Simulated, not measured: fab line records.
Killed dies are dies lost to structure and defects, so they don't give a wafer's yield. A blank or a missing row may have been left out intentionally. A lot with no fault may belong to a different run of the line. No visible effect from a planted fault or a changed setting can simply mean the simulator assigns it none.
Matching of chambers / flow n5_finfet / ald_sin-02 running N5_FIN_SAQP_SPACER1_ALD_24: 4 sister chambers
The step deposits SiO2, target thk 20.3 nm, pulse time 1 s, purge time 2 s. 4 wafers are shown with their chamber, then 7 later ones without.

== WAFERS, EACH WITH ITS CHAMBER ==
wafer=L089.5; chamber=3; heater_power_w (W)=485
wafer=L093.5; chamber=1; heater_power_w (W)=507
wafer=L094.1; chamber=0; heater_power_w (W)=469
wafer=L094.4; chamber=2; heater_power_w (W)=491

== WAFERS MISSING THEIR CHAMBER ==
wafer=L094.5; heater_power_w (W)=484
wafer=L095.2; heater_power_w (W)=476
wafer=L095.3; heater_power_w (W)=512
wafer=L095.6; heater_power_w (W)=459
wafer=L097.1; heater_power_w (W)=500
wafer=L097.3; heater_power_w (W)=491
wafer=L097.6; heater_power_w (W)=456

== CHAMBER TAKEN BY EACH ==
wafer=L094.5; from the rows above=can't be placed: 3 or 2 or 0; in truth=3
wafer=L095.2; from the rows above=can't be placed: 0 or 3 or 2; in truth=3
wafer=L095.3; from the rows above=1; in truth=1
wafer=L095.6; from the rows above=0; in truth=0
wafer=L097.1; from the rows above=can't be placed: 1 or 2 or 3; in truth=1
wafer=L097.3; from the rows above=can't be placed: 2 or 3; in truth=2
wafer=L097.6; from the rows above=0; in truth=0
3 of 7 placed correctly. These rows do not allow placing 4 (true chamber among the candidates in 4). 0 placed wrongly.
How it was worked out, from the rows above alone: a wafer's distance from a chamber is the root of the sum, over the readings, of the square of ((its reading less the chamber's mean) divided by the reading's scatter). The wafer belongs to the nearest chamber; if the next one is less than 2 further off, it can't be placed. For every chamber, the mean is computed from those of its wafers that are shown. The scatter: root of mean squared gap, hidden wafer to nearest shown wafer, with one shown wafer a chamber.
